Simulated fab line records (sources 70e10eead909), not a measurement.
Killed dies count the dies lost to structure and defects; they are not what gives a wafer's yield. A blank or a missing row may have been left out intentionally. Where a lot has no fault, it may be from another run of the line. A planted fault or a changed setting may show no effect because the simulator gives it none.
Chamber matching	flow nandHarc	NHARC_P_M0_STRIP_18 on rieDiel-09 has 4 sister chambers
The step strips in N2/H2. 4 wafers are shown with their chamber, then 12 later ones without.

== WAFERS, EACH WITH ITS CHAMBER ==
wafer	chamber	drypumpMotorCurrentA (A)
L084.6	2	4.7
L086.3	3	5.6
L089.5	0	5.2
L089.6	1	6.0

== WAFERS WITH NO CHAMBER GIVEN ==
wafer	drypumpMotorCurrentA (A)
L090.2	5.2
L090.3	5.6
L090.6	5.6
L091.1	5.6
L091.4	4.7
L091.5	6.0
L092.1	5.2
L092.3	5.5
L092.5	6.0
L093.3	6.0
L093.5	5.2
L093.6	6.0

== WHICH CHAMBER EACH WENT THROUGH ==
wafer	from the rows above	in truth
L090.2	0	0
L090.3	3	3
L090.6	3	3
L091.1	3	3
L091.4	2	2
L091.5	1	1
L092.1	0	0
L092.3	3	3
L092.5	1	1
L093.3	1	1
L093.5	0	0
L093.6	1	1
Placed correctly: 12 of 12. From these rows, 0 cannot be placed. Number placed wrongly: 0.
How it was worked out, from the rows above alone: a wafer's distance from a chamber is the root of the sum, over the readings, of the square of ((its reading less the chamber's mean) divided by the reading's scatter). If the next closest chamber is less than 2 further off than the closest, the wafer can't be placed; otherwise it belongs to the closest. The mean given for a chamber averages the wafers shown for that chamber. The scatter: root of mean squared gap, hidden wafer to nearest shown wafer, with one shown wafer a chamber.
